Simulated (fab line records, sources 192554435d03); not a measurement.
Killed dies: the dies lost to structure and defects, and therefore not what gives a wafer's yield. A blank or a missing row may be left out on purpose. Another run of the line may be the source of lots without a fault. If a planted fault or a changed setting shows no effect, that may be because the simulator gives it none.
fab line records + flow n5_finfet + part 1 of 2: steps 1 to 4 of 6
record
- lots=22
- wafers=66
- last_day=17
route steps=1938 shown BEOL_M7@1279 BEOL_M8@1368
lots that met no fault: taken from a fault-free run of the same line
start_h: the number of hours between the record's first day and the start of the first shown wafer of the lot + wait_h: hours from the lot's prior step to this one + " same as the row above + L1.1+2: a row that stands for several wafers + - no value, or no start was given + * or withheld: withheld + < > ~ a bound
route shown NAME@n: a module of which the file shows steps, and the number in the route of the first + usual: mean/standard deviation taken from wafers without a fault + same: alike in all rows + chamber/n: place in a boat + sites: the reading at each site + _std_site: standard deviation across them + _edge_site: outer sites' mean less inner sites' + radius_mm: for every site, how far away it sits from the centre of the wafer + mask NAME#n: copy n + behind: the tool/chamber that last shaped the wafer + hold: reason for holding the lot/hours on hold/outcome of the hold + device: whichever transistor did not switch (one of n, p or np) + end of line: tests of these same wafers at the route's end + a step with no rows: only its recipe + killed: dies that structure and defects cost at the first sort, which is not the same as the wafer's yield + map: shows each die of a wafer: x if killed, . if not, _ if none is there
set.NAME: the setting as run; set.NAME@STEP: as run at that earlier step + model.NAME: the simulator's own value behind a step, which no gauge read
route steps across a sampled set of lots; one table per step, one row per wafer
services: the hour from which a tool's chamber was out of use, counted from the record's first day as start_h (under 0 if before that day), plus the number of hours and why
## steps
# step N5_BEOL_M7_DESCUM_16
# recipe
- chemistry=O2
- time_s=7.9
- source_power_w=50
- bias_power_w=20
- pressure_mtorr=20
- rf_frequency_hz=2.712e+07
- temp_c=40
- resist=CAR-ArF
- o2_flow_sccm=225
# usual
- drypump_motor_current_A=5.86/0.26
- oes_product_au=0.79/0.095
- rf_vpp_V=243.5/1.3
- showerhead_plenum_p_Torr=2.11/0.064
- throttle_valve_pct=20.54/0.22
| lot.wafer | tool        | chamber | start_h | wait_h | drypump_motor_current_A | oes_product_au | rf_hours_counter_h | rf_vpp_V | showerhead_plenum_p_Torr | throttle_valve_pct |
|-----------|-------------|---------|---------|--------|-------------------------|----------------|--------------------|----------|--------------------------|--------------------|
| L075.3    | rie_diel-02 | 1       | 204.67  | 0.2    | 5.88                    | 0.70           | 216                | 243.7    | 2.06                     | 20.75              |
| L075.4    | "           | 3       | "       | "      | 5.61                    | 0.67           | 246                | 244.2    | 2.15                     | 20.65              |
| L075.5    | "           | 2       | "       | "      | 5.31                    | 0.77           | -                  | 241.2    | 2.02                     | 20.32              |
| L074.3    | rie_diel-06 | 0       | 206.39  | 0.1    | 5.83                    | 0.67           | 240                | 243.4    | 2.15                     | 20.83              |
| L074.5    | "           | 3       | "       | "      | 6.15                    | 0.81           | -                  | 243.6    | 2.03                     | 20.58              |
| L074.6    | "           | 0       | "       | "      | 5.83                    | 0.68           | -                  | 245.5    | 2.15                     | 20.83              |
| L076.2    | rie_diel-06 | 3       | 209.56  | 0.0    | 6.15                    | 0.80           | 91                 | 242.0    | 2.03                     | 20.58              |
| L076.4    | "           | 2       | "       | "      | 5.76                    | 0.73           | 189                | 243.4    | 2.16                     | 20.51              |
| L076.5    | "           | 3       | "       | "      | 6.14                    | 0.80           | -                  | 243.8    | 2.03                     | 20.59              |
| L077.1    | rie_diel-02 | 0       | 214.48  | 0.0    | 6.10                    | 0.75           | 169                | 242.3    | 2.09                     | 20.72              |
| L077.3    | "           | 3       | "       | "      | 5.62                    | 0.68           | 249                | 243.5    | 2.15                     | 20.64              |
| L077.5    | "           | 1       | "       | "      | 5.90                    | 0.70           | -                  | 242.8    | 2.06                     | 20.77              |
| L078.4    | rie_diel-02 | 2       | 216.09  | 0.0    | 5.29                    | 0.77           | 153                | 242.9    | 2.02                     | 20.32              |
| L078.5    | "           | 3       | "       | "      | 5.60                    | 0.67           | -                  | 244.5    | 2.14                     | 20.64              |
| L078.6    | "           | 2       | "       | "      | 5.31                    | 0.77           | -                  | 242.5    | 2.02                     | 20.33              |
| L079.2    | rie_diel-06 | 2       | 219.78  | 0.0    | 5.76                    | 0.73           | 191                | 244.0    | 2.16                     | 20.53              |
| L079.3    | "           | 1       | "       | "      | 5.96                    | 0.70           | 252                | 244.1    | 2.16                     | 20.55              |
| L079.6    | "           | 3       | "       | "      | 6.13                    | 0.80           | -                  | 242.9    | 2.03                     | 20.58              |
| L080.2    | rie_diel-04 | 1       | 232.33  | 0.2    | 6.25                    | 0.93           | 34                 | 246.5    | 2.23                     | 20.58              |
| L080.3    | "           | 3       | "       | "      | 5.48                    | 0.72           | 227                | 242.2    | 2.07                     | 20.72              |
| L080.5    | "           | 3       | "       | "      | 5.45                    | 0.72           | -                  | 243.3    | 2.07                     | 20.70              |
| L081.1    | rie_diel-02 | 0       | 238.40  | 0.1    | 6.11                    | 0.74           | 177                | 242.4    | 2.09                     | 20.72              |
| L081.3    | "           | 1       | "       | "      | 5.90                    | 0.70           | 227                | 240.8    | 2.06                     | 20.78              |
| L081.6    | "           | 2       | "       | "      | 5.28                    | 0.76           | -                  | 242.7    | 2.02                     | 20.36              |
| L082.1    | rie_diel-06 | 0       | 252.25  | 0.1    | 5.84                    | 0.98           | 0                  | 243.5    | 2.14                     | 20.46              |
| L082.4    | "           | 1       | "       | "      | 5.94                    | 0.97           | 4                  | 243.8    | 2.15                     | 20.14              |
| L082.6    | "           | 0       | "       | "      | 5.84                    | 0.99           | -                  | 244.8    | 2.14                     | 20.45              |
| L083.1    | rie_diel-06 | 0       | 256.36  | 0.3    | 5.86                    | 0.96           | 2                  | 242.5    | 2.14                     | 20.47              |
| L083.3    | "           | 3       | "       | "      | 6.16                    | 0.79           | 107                | 241.8    | 2.02                     | 20.60              |
| L083.4    | "           | 2       | "       | "      | 5.79                    | 0.71           | 205                | 245.2    | 2.15                     | 20.55              |
| L084.2    | rie_diel-02 | 3       | 262.53  | 0.0    | 5.59                    | 0.98           | 5                  | 244.6    | 2.14                     | 20.24              |
| L084.5    | "           | 1       | "       | "      | 5.89                    | 0.69           | -                  | 243.9    | 2.06                     | 20.78              |
| L084.6    | "           | 2       | "       | "      | 5.34                    | 0.76           | -                  | 242.2    | 2.01                     | 20.35              |
| L085.3    | rie_diel-06 | 1       | 268.70  | 0.0    | 5.95                    | 0.96           | 8                  | 244.3    | 2.15                     | 20.14              |
| L085.4    | "           | 2       | "       | "      | 5.77                    | 0.71           | 208                | 244.8    | 2.15                     | 20.56              |
| L085.6    | "           | 0       | "       | "      | 5.83                    | 0.96           | -                  | 246.2    | 2.14                     | 20.47              |
| L087.2    | rie_diel-06 | 2       | 277.46  | 1.7    | 5.76                    | 0.71           | 212                | 243.1    | 2.15                     | 20.57              |
| L087.3    | "           | 1       | "       | "      | 5.95                    | 0.94           | 13                 | 244.2    | 2.15                     | 20.16              |
| L087.6    | "           | 1       | "       | "      | 5.95                    | 0.94           | -                  | 244.5    | 2.15                     | 20.15              |
| L088.4    | rie_diel-02 | 1       | 278.01  | 1.9    | 5.90                    | 0.68           | 241                | 243.2    | 2.06                     | 20.78              |
| L088.5    | "           | 1       | "       | "      | 5.89                    | 0.69           | -                  | 242.4    | 2.06                     | 20.79              |
| L088.6    | "           | 2       | "       | "      | 5.31                    | 0.75           | -                  | 241.9    | 2.01                     | 20.37              |
| L089.1    | rie_diel-06 | 3       | 281.45  | 1.7    | 6.15                    | 0.77           | 116                | 242.8    | 2.02                     | 20.62              |
| L089.3    | "           | 2       | "       | "      | 5.76                    | 0.70           | 215                | 241.7    | 2.15                     | 20.56              |
| L089.4    | "           | 0       | "       | "      | 5.82                    | 0.93           | 10                 | 243.3    | 2.14                     | 20.48              |
| L090.1    | rie_diel-06 | 0       | 291.04  | 0.5    | 5.83                    | 0.91           | 14                 | 244.7    | 2.14                     | 20.47              |
| L090.2    | "           | 3       | "       | "      | 6.17                    | 0.78           | 121                | 242.2    | 2.02                     | 20.63              |
| L090.6    | "           | 3       | "       | "      | 6.17                    | 0.76           | -                  | 240.7    | 2.02                     | 20.63              |
| L092.2    | rie_diel-04 | 0       | 304.35  | 0.0    | 5.85                    | 0.74           | 180                | 244.8    | 2.17                     | 20.82              |
| L092.3    | "           | 1       | "       | "      | 6.26                    | 0.89           | 48                 | 244.2    | 2.23                     | 20.59              |
| L092.6    | "           | 1       | "       | "      | 6.27                    | 0.91           | -                  | 243.8    | 2.23                     | 20.60              |
| L091.1    | rie_diel-04 | 3       | 307.30  | 0.0    | 5.44                    | 0.70           | 240                | 242.9    | 2.07                     | 20.73              |
| L091.2    | "           | 0       | "       | "      | 5.83                    | 0.74           | 181                | 244.1    | 2.17                     | 20.82              |
| L091.3    | "           | 1       | "       | "      | 6.25                    | 0.90           | 49                 | 244.6    | 2.22                     | 20.60              |
| L093.1    | rie_diel-04 | 3       | 307.79  | 0.0    | 5.47                    | 0.71           | 240                | 243.0    | 2.07                     | 20.74              |
| L093.2    | "           | 1       | "       | "      | 6.26                    | 0.90           | 49                 | 246.4    | 2.22                     | 20.59              |
| L093.6    | "           | 0       | "       | "      | 5.83                    | 0.74           | -                  | 243.9    | 2.17                     | 20.82              |
| L095.2    | rie_diel-06 | 3       | 316.88  | 0.0    | 6.16                    | 0.76           | 129                | 241.2    | 2.02                     | 20.63              |
| L095.3    | "           | 1       | "       | "      | 5.93                    | 0.90           | 28                 | 243.9    | 2.15                     | 20.19              |
| L095.5    | "           | 1       | "       | "      | 5.94                    | 0.90           | -                  | 243.4    | 2.15                     | 20.19              |
| L094.1    | rie_diel-06 | 0       | 318.10  | 0.1    | 5.86                    | 0.88           | 23                 | 245.1    | 2.14                     | 20.49              |
| L094.2    | "           | 1       | "       | "      | 5.96                    | 0.90           | 29                 | 242.9    | 2.15                     | 20.19              |
| L094.6    | "           | 3       | "       | "      | 6.17                    | 0.76           | -                  | 242.0    | 2.02                     | 20.62              |
| L096.2    | rie_diel-06 | 0       | 326.45  | 0.0    | 5.84                    | 0.89           | 26                 | 245.4    | 2.14                     | 20.52              |
| L096.5    | "           | 0       | "       | "      | 5.84                    | 0.90           | -                  | 243.4    | 2.14                     | 20.50              |
| L096.6    | "           | 3       | "       | "      | 6.14                    | 0.75           | -                  | 242.4    | 2.01                     | 20.66              |
# step N5_BEOL_M7_STRIP_80
# recipe
- chemistry=N2/H2
- time_s=10
- power_w=450
- temp_c=40
- pressure_mtorr=20
- rf_frequency_hz=6e+07
- bias_power_w=7
- n2_flow_sccm=200
- h2_flow_sccm=200
# usual
- drypump_motor_current_A=5.80/0.28
- oes_product_au=0.77/0.091
- rf_vpp_V=59.3/0.86
- showerhead_plenum_p_Torr=2.52/0.069
- throttle_valve_pct=23.71/0.24
| lot.wafer | tool        | chamber | start_h | wait_h | drypump_motor_current_A | oes_product_au | rf_hours_counter_h | rf_vpp_V | showerhead_plenum_p_Torr | throttle_valve_pct |
|-----------|-------------|---------|---------|--------|-------------------------|----------------|--------------------|----------|--------------------------|--------------------|
| L075.3    | rie_diel-06 | 0       | -       | -      | 5.85                    | 0.69           | 239                | 60.0     | 2.60                     | 23.70              |
| L075.4    | "           | 1       | "       | "      | 5.97                    | 0.70           | 248                | 59.4     | 2.60                     | 23.52              |
| L075.5    | "           | 1       | "       | "      | 5.96                    | 0.69           | -                  | 58.6     | 2.60                     | 23.52              |
| L074.3    | rie_diel-06 | 0       | -       | -      | 5.84                    | 0.67           | 241                | 59.5     | 2.60                     | 23.72              |
| L074.5    | "           | 3       | "       | "      | 6.16                    | 0.79           | -                  | 60.1     | 2.45                     | 23.80              |
| L074.6    | "           | 2       | "       | "      | 5.79                    | 0.72           | -                  | 59.1     | 2.64                     | 23.81              |
| L076.2    | rie_diel-02 | 2       | -       | -      | 5.33                    | 0.78           | 152                | 58.2     | 2.44                     | 23.54              |
| L076.4    | "           | 0       | "       | "      | 6.09                    | 0.75           | 168                | 59.8     | 2.53                     | 23.94              |
| L076.5    | "           | 0       | "       | "      | 6.10                    | 0.75           | -                  | 59.0     | 2.53                     | 23.92              |
| L077.1    | rie_diel-04 | 3       | -       | -      | 5.48                    | 0.71           | 222                | 59.1     | 2.51                     | 24.10              |
| L077.3    | "           | 2       | "       | "      | 5.79                    | 0.89           | 39                 | 58.7     | 2.48                     | 22.93              |
| L077.5    | "           | 3       | "       | "      | 5.48                    | 0.72           | -                  | 58.4     | 2.51                     | 24.12              |
| L078.4    | rie_diel-06 | 0       | -       | -      | 5.84                    | 0.67           | 243                | 60.0     | 2.60                     | 23.73              |
| L078.5    | "           | 0       | "       | "      | 5.84                    | 0.68           | -                  | 59.3     | 2.60                     | 23.72              |
| L078.6    | "           | 1       | "       | "      | 5.96                    | 0.71           | -                  | 59.8     | 2.60                     | 23.53              |
| L079.2    | rie_diel-02 | 2       | -       | -      | 5.30                    | 0.77           | 155                | 59.5     | 2.44                     | 23.54              |
| L079.3    | "           | 1       | "       | "      | 5.90                    | 0.70           | 222                | 59.0     | 2.50                     | 23.87              |
| L079.6    | "           | 2       | "       | "      | 5.30                    | 0.77           | -                  | 59.4     | 2.44                     | 23.54              |
| L080.2    | rie_diel-02 | 1       | -       | -      | 5.90                    | 0.69           | 225                | 58.7     | 2.50                     | 23.85              |
| L080.3    | "           | 0       | "       | "      | 6.08                    | 0.74           | 175                | 59.6     | 2.53                     | 23.94              |
| L080.5    | "           | 0       | "       | "      | 6.09                    | 0.75           | -                  | 57.4     | 2.53                     | 23.95              |
| L081.1    | rie_diel-02 | 2       | -       | -      | 5.30                    | 0.76           | 162                | 57.6     | 2.44                     | 23.57              |
| L081.3    | "           | 0       | "       | "      | 6.09                    | 0.74           | 178                | 58.2     | 2.53                     | 23.95              |
| L081.6    | "           | 0       | "       | "      | 6.09                    | 0.74           | -                  | 59.4     | 2.53                     | 23.95              |
| L082.1    | rie_diel-02 | 2       | -       | -      | 5.29                    | 0.76           | 166                | 58.5     | 2.44                     | 23.57              |
| L082.4    | "           | 1       | "       | "      | 5.90                    | 0.70           | 232                | 59.3     | 2.49                     | 23.91              |
| L082.6    | "           | 3       | "       | "      | 5.59                    | 1.00           | -                  | 59.3     | 2.59                     | 23.45              |
| L083.1    | rie_diel-02 | 1       | -       | -      | 5.92                    | 0.69           | 234                | 59.2     | 2.49                     | 23.88              |
| L083.3    | "           | 3       | "       | "      | 5.61                    | 0.99           | 4                  | 59.8     | 2.59                     | 23.47              |
| L083.4    | "           | 2       | "       | "      | 5.33                    | 0.76           | 167                | 58.8     | 2.44                     | 23.57              |
| L084.2    | rie_diel-02 | 3       | -       | -      | 5.63                    | 0.98           | 7                  | 58.9     | 2.59                     | 23.48              |
| L084.5    | "           | 2       | "       | "      | 5.32                    | 0.76           | -                  | 60.0     | 2.44                     | 23.59              |
| L084.6    | "           | 1       | "       | "      | 5.90                    | 0.69           | -                  | 58.9     | 2.49                     | 23.90              |
| L085.3    | rie_diel-02 | 2       | -       | -      | 5.31                    | 0.75           | 171                | 58.0     | 2.44                     | 23.57              |
| L085.4    | "           | 0       | "       | "      | 6.12                    | 0.74           | 187                | 59.6     | 2.52                     | 23.96              |
| L085.6    | "           | 3       | "       | "      | 5.60                    | 0.96           | -                  | 59.3     | 2.59                     | 23.47              |
| L087.2    | rie_diel-02 | 2       | -       | -      | 5.33                    | 0.74           | 176                | 59.3     | 2.43                     | 23.58              |
| L087.3    | "           | 0       | "       | "      | 6.09                    | 0.73           | 191                | 58.1     | 2.52                     | 23.96              |
| L087.6    | "           | 1       | "       | "      | 5.90                    | 0.68           | -                  | 59.6     | 2.49                     | 23.90              |
| L088.4    | rie_diel-02 | 1       | -       | -      | 5.91                    | 0.69           | 243                | 58.1     | 2.49                     | 23.89              |
| L088.5    | "           | 0       | "       | "      | 6.09                    | 0.74           | -                  | 59.9     | 2.52                     | 23.96              |
| L088.6    | "           | 3       | "       | "      | 5.61                    | 0.96           | -                  | 59.0     | 2.59                     | 23.48              |
| L089.1    | rie_diel-02 | 2       | -       | -      | 5.29                    | 0.74           | 177                | 58.4     | 2.43                     | 23.59              |
| L089.3    | "           | 0       | "       | "      | 6.09                    | 0.72           | 193                | 59.3     | 2.52                     | 23.97              |
| L089.4    | "           | 1       | "       | "      | 5.88                    | 0.68           | 245                | 57.2     | 2.49                     | 23.91              |
| L090.1    | rie_diel-02 | 2       | -       | -      | 5.32                    | 0.74           | 182                | 57.8     | 2.43                     | 23.59              |
| L090.2    | "           | 0       | "       | "      | 6.09                    | 0.73           | 198                | 59.8     | 2.52                     | 23.98              |
| L090.6    | "           | 0       | "       | "      | 6.09                    | 0.73           | -                  | 59.0     | 2.52                     | 23.96              |
| L092.2    | rie_diel-06 | 0       | -       | -      | 5.84                    | 0.90           | 20                 | 59.6     | 2.59                     | 23.44              |
| L092.3    | "           | 3       | "       | "      | 6.14                    | 0.77           | 126                | 59.8     | 2.44                     | 23.84              |
| L092.6    | "           | 3       | "       | "      | 6.15                    | 0.77           | -                  | 58.7     | 2.44                     | 23.84              |
| L091.1    | rie_diel-06 | 2       | -       | -      | 5.78                    | 0.69           | 226                | 59.1     | 2.62                     | 23.86              |
| L091.2    | "           | 3       | "       | "      | 6.15                    | 0.77           | 127                | 60.4     | 2.44                     | 23.84              |
| L091.3    | "           | 0       | "       | "      | 5.84                    | 0.90           | 20                 | 59.6     | 2.59                     | 23.43              |
| L093.1    | rie_diel-06 | 1       | -       | -      | 5.97                    | 0.91           | 26                 | 59.2     | 2.59                     | 23.17              |
| L093.2    | "           | 0       | "       | "      | 5.85                    | 0.90           | 21                 | 58.8     | 2.59                     | 23.43              |
| L093.6    | "           | 1       | "       | "      | 5.95                    | 0.91           | -                  | 59.4     | 2.59                     | 23.15              |
| L095.2    | rie_diel-02 | 3       | -       | -      | 5.59                    | 0.92           | 23                 | 59.6     | 2.58                     | 23.49              |
| L095.3    | "           | 0       | "       | "      | 6.10                    | 0.72           | 210                | 59.4     | 2.51                     | 23.99              |
| L095.5    | "           | 2       | "       | "      | 5.30                    | 0.73           | -                  | 57.7     | 2.43                     | 23.59              |
| L094.1    | rie_diel-02 | 3       | -       | -      | 5.58                    | 0.92           | 23                 | 59.3     | 2.58                     | 23.49              |
| L094.2    | "           | 0       | "       | "      | 6.09                    | 0.71           | 210                | 59.3     | 2.51                     | 23.99              |
| L094.6    | "           | 2       | "       | "      | 5.33                    | 0.73           | -                  | 60.7     | 2.43                     | 23.60              |
| L096.2    | rie_diel-02 | 1       | -       | -      | 5.90                    | 0.95           | 2                  | 59.9     | 2.48                     | 23.53              |
| L096.5    | "           | 2       | "       | "      | 5.33                    | 0.73           | -                  | 60.6     | 2.43                     | 23.61              |
| L096.6    | "           | 1       | "       | "      | 5.91                    | 0.97           | -                  | 59.4     | 2.48                     | 23.53              |
# step N5_BEOL_M7_DEGAS_44
# recipe
- ambient=vacuum
- temp_c=250
- time_s=60
# usual
- heater_power_w=340/39
| lot.wafer | tool           | chamber | start_h | wait_h | heater_power_w |
|-----------|----------------|---------|---------|--------|----------------|
| L075.3    | pvd_sputter-03 | -       | 206.54  | 0.2    | 351            |
| L075.4    | "              | -       | "       | "      | 411            |
| L075.5    | "              | -       | "       | "      | 355            |
| L074.3    | pvd_sputter-01 | -       | 210.01  | 0.2    | 353            |
| L074.5    | "              | -       | "       | "      | 296            |
| L074.6    | "              | -       | "       | "      | 291            |
| L076.2    | pvd_sputter-02 | -       | 212.35  | 0.5    | 394            |
| L076.4    | "              | -       | "       | "      | 300            |
| L076.5    | "              | -       | "       | "      | 337            |
| L077.1    | pvd_sputter-03 | -       | 216.44  | 0.3    | 369            |
| L077.3    | "              | -       | "       | "      | 285            |
| L077.5    | "              | -       | "       | "      | 373            |
| L078.4    | pvd_sputter-01 | -       | 219.93  | 0.2    | 289            |
| L078.5    | "              | -       | "       | "      | 295            |
| L078.6    | "              | -       | "       | "      | 349            |
| L079.2    | pvd_sputter-01 | -       | 223.07  | 1.4    | 345            |
| L079.3    | "              | -       | "       | "      | 298            |
| L079.6    | "              | -       | "       | "      | 298            |
| L080.2    | pvd_sputter-02 | -       | 234.53  | 0.5    | 376            |
| L080.3    | "              | -       | "       | "      | 302            |
| L080.5    | "              | -       | "       | "      | 387            |
| L081.1    | pvd_sputter-03 | -       | 242.98  | 0.8    | 377            |
| L081.3    | "              | -       | "       | "      | 345            |
| L081.6    | "              | -       | "       | "      | 348            |
| L082.1    | pvd_sputter-01 | -       | 255.34  | 0.4    | 299            |
| L082.4    | "              | -       | "       | "      | 284            |
| L082.6    | "              | -       | "       | "      | 347            |
| L083.1    | pvd_sputter-01 | -       | 259.23  | 0.3    | 291            |
| L083.3    | "              | -       | "       | "      | 352            |
| L083.4    | "              | -       | "       | "      | 303            |
| L084.2    | pvd_sputter-01 | -       | 268.72  | 0.3    | 356            |
| L084.5    | "              | -       | "       | "      | 290            |
| L084.6    | "              | -       | "       | "      | 351            |
| L085.3    | pvd_sputter-01 | -       | 272.28  | 0.2    | 346            |
| L085.4    | "              | -       | "       | "      | 293            |
| L085.6    | "              | -       | "       | "      | 346            |
| L087.2    | pvd_sputter-02 | -       | 282.45  | 1.1    | 382            |
| L087.3    | "              | -       | "       | "      | 342            |
| L087.6    | "              | -       | "       | "      | 384            |
| L088.4    | pvd_sputter-02 | -       | 282.65  | 0.9    | 386            |
| L088.5    | "              | -       | "       | "      | 378            |
| L088.6    | "              | -       | "       | "      | 379            |
| L089.1    | pvd_sputter-03 | -       | 285.36  | 0.3    | 408            |
| L089.3    | "              | -       | "       | "      | 290            |
| L089.4    | "              | -       | "       | "      | 378            |
| L090.1    | pvd_sputter-03 | -       | 293.47  | 0.5    | 355            |
| L090.2    | "              | -       | "       | "      | 380            |
| L090.6    | "              | -       | "       | "      | 348            |
| L092.2    | pvd_sputter-02 | -       | 307.46  | 0.3    | 380            |
| L092.3    | "              | -       | "       | "      | 339            |
| L092.6    | "              | -       | "       | "      | 305            |
| L091.1    | pvd_sputter-01 | -       | 310.48  | 1.3    | 296            |
| L091.2    | "              | -       | "       | "      | 349            |
| L091.3    | "              | -       | "       | "      | 304            |
| L093.1    | pvd_sputter-01 | -       | 311.54  | 0.7    | 297            |
| L093.2    | "              | -       | "       | "      | 354            |
| L093.6    | "              | -       | "       | "      | 292            |
| L095.2    | pvd_sputter-03 | -       | 319.45  | 0.7    | 348            |
| L095.3    | "              | -       | "       | "      | 379            |
| L095.5    | "              | -       | "       | "      | 295            |
| L094.1    | pvd_sputter-02 | -       | 320.63  | 0.6    | 333            |
| L094.2    | "              | -       | "       | "      | 382            |
| L094.6    | "              | -       | "       | "      | 388            |
| L096.2    | pvd_sputter-03 | -       | 328.67  | 0.4    | 288            |
| L096.5    | "              | -       | "       | "      | 376            |
| L096.6    | "              | -       | "       | "      | 410            |
# step N5_BEOL_M7_ALD_77
# recipe
- material=TaN
- target_thk_a=20
- temp_c=275
- ald_precursor_family=PDMAT
- ald_co_reactant=NH3
- pressure_torr=3
- carrier_flow_sccm=1500
- pulse_time_s=2
- purge_time_s=3
- co_reactant_purge_time_s=2
- co_reactant_pulse_time_s=3
- ald_cycles=40
- precursor_vessel_temp_c=75
- precursor_vessel_pressure_torr=26.25
- precursor_vessel_carrier_sccm=1000
# usual
- chamber_pressure_Torr=3.000/0.006
- heater_power_w=423/42
- precursor_vessel_carrier_sccm=999.8/2.9
# same
- pulse_time_s=2
| lot.wafer | tool         | chamber | start_h | wait_h | chamber_pressure_Torr | heater_power_w | precursor_vessel_carrier_sccm |
|-----------|--------------|---------|---------|--------|-----------------------|----------------|-------------------------------|
| L075.3    | ald_metal-04 | 0       | 206.64  | 0.0    | 2.995                 | 357            | 1002.7                        |
| L075.4    | "            | 3       | "       | "      | 2.996                 | 410            | 1000.5                        |
| L075.5    | "            | 2       | "       | "      | 3.005                 | 480            | 1003.7                        |
| L074.3    | ald_metal-03 | 1       | 210.11  | 0.0    | 2.995                 | 449            | 1001.5                        |
| L074.5    | "            | 2       | "       | "      | 2.989                 | 371            | 1005.5                        |
| L074.6    | "            | 1       | "       | "      | 2.991                 | 450            | 997.1                         |
| L076.2    | ald_metal-01 | 1       | 212.48  | 0.1    | 2.994                 | 427            | 995.7                         |
| L076.4    | "            | 2       | "       | "      | 2.991                 | 358            | 998.2                         |
| L076.5    | "            | 3       | "       | "      | 2.999                 | 446            | 1005.4                        |
| L077.1    | ald_metal-04 | 1       | 216.77  | 0.3    | 2.999                 | 457            | 1000.4                        |
| L077.3    | "            | 3       | "       | "      | 3.007                 | 419            | 996.2                         |
| L077.5    | "            | 0       | "       | "      | 3.000                 | 368            | 998.4                         |
| L078.4    | ald_metal-03 | 0       | 220.05  | 0.1    | 3.008                 | 430            | 1002.0                        |
| L078.5    | "            | 3       | "       | "      | 3.002                 | 400            | 999.5                         |
| L078.6    | "            | 0       | "       | "      | 3.002                 | 437            | 998.1                         |
| L079.2    | ald_metal-03 | 3       | 223.18  | 0.1    | 3.000                 | 394            | 997.7                         |
| L079.3    | "            | 1       | "       | "      | 3.000                 | 451            | 998.6                         |
| L079.6    | "            | 1       | "       | "      | 2.996                 | 446            | 1005.1                        |
| L080.2    | ald_metal-03 | 2       | 234.73  | 0.1    | 3.000                 | 369            | 999.7                         |
| L080.3    | "            | 3       | "       | "      | 2.989                 | 398            | 999.3                         |
| L080.5    | "            | 1       | "       | "      | 2.998                 | 457            | 1000.9                        |
| L081.1    | ald_metal-03 | 1       | 243.08  | 0.0    | 2.991                 | 454            | 1007.2                        |
| L081.3    | "            | 0       | "       | "      | 3.005                 | 436            | 998.1                         |
| L081.6    | "            | 0       | "       | "      | 3.008                 | 429            | 999.5                         |
| L082.1    | ald_metal-01 | 1       | 255.44  | 0.0    | 3.010                 | 432            | 1000.0                        |
| L082.4    | "            | 3       | "       | "      | 3.007                 | 453            | 1006.8                        |
| L082.6    | "            | 0       | "       | "      | 2.999                 | 476            | 1000.2                        |
| L083.1    | ald_metal-03 | 3       | 259.39  | 0.1    | 3.005                 | 411            | 996.6                         |
| L083.3    | "            | 2       | "       | "      | 2.996                 | 375            | 1004.7                        |
| L083.4    | "            | 0       | "       | "      | 2.991                 | 430            | 998.5                         |
| L084.2    | ald_metal-04 | 0       | 268.82  | 0.0    | 2.995                 | 358            | 998.7                         |
| L084.5    | "            | 2       | "       | "      | 3.007                 | 489            | 996.6                         |
| L084.6    | "            | 1       | "       | "      | 3.001                 | 469            | 995.4                         |
| L085.3    | ald_metal-03 | 1       | 272.38  | 0.0    | 3.008                 | 444            | 1002.1                        |
| L085.4    | "            | 2       | "       | "      | 3.008                 | 375            | 996.9                         |
| L085.6    | "            | 3       | "       | "      | 3.002                 | 406            | 1000.3                        |
| L087.2    | ald_metal-04 | 1       | 282.56  | 0.0    | 3.006                 | 457            | 995.1                         |
| L087.3    | "            | 0       | "       | "      | 3.001                 | 355            | 1001.0                        |
| L087.6    | "            | 0       | "       | "      | 2.993                 | 354            | 1003.6                        |
| L088.4    | ald_metal-01 | 2       | 282.89  | 0.2    | 2.999                 | 359            | 1000.2                        |
| L088.5    | "            | 0       | "       | "      | 2.991                 | 468            | 1002.9                        |
| L088.6    | "            | 3       | "       | "      | 3.007                 | 450            | 998.9                         |
| L089.1    | ald_metal-01 | 3       | 285.47  | 0.1    | 3.000                 | 441            | 1002.2                        |
| L089.3    | "            | 0       | "       | "      | 3.002                 | 471            | 997.2                         |
| L089.4    | "            | 3       | "       | "      | 2.993                 | 456            | 998.8                         |
| L090.1    | ald_metal-03 | 0       | 293.57  | 0.0    | 3.004                 | 440            | 996.8                         |
| L090.2    | "            | 2       | "       | "      | 3.003                 | 360            | 1000.2                        |
| L090.6    | "            | 1       | "       | "      | 2.998                 | 449            | 1001.7                        |
| L092.2    | ald_metal-04 | 0       | 307.56  | 0.0    | 2.993                 | 352            | 995.9                         |
| L092.3    | "            | 1       | "       | "      | 2.996                 | 455            | 1002.4                        |
| L092.6    | "            | 0       | "       | "      | 2.995                 | 352            | 1000.1                        |
| L091.1    | ald_metal-04 | 1       | 310.58  | 0.0    | 2.987                 | 464            | 996.1                         |
| L091.2    | "            | 2       | "       | "      | 2.990                 | 484            | 998.8                         |
| L091.3    | "            | 0       | "       | "      | 3.000                 | 346            | 1003.0                        |
| L093.1    | ald_metal-03 | 1       | 311.64  | 0.0    | 2.999                 | 450            | 998.9                         |
| L093.2    | "            | 3       | "       | "      | 2.998                 | 405            | 1004.6                        |
| L093.6    | "            | 3       | "       | "      | 2.999                 | 404            | 1002.3                        |
| L095.2    | ald_metal-01 | 1       | 319.57  | 0.1    | 3.002                 | 433            | 999.0                         |
| L095.3    | "            | 0       | "       | "      | 3.000                 | 472            | 1004.4                        |
| L095.5    | "            | 3       | "       | "      | 2.996                 | 458            | 996.5                         |
| L094.1    | ald_metal-01 | 0       | 320.74  | 0.1    | 3.008                 | 475            | 1001.6                        |
| L094.2    | "            | 2       | "       | "      | 2.996                 | 364            | 997.7                         |
| L094.6    | "            | 3       | "       | "      | 2.996                 | 445            | 998.7                         |
| L096.2    | ald_metal-04 | 2       | 328.78  | 0.1    | 3.007                 | 493            | 998.9                         |
| L096.5    | "            | 3       | "       | "      | 3.005                 | 408            | 1000.9                        |
| L096.6    | "            | 2       | "       | "      | 2.997                 | 507            | 994.7                         |
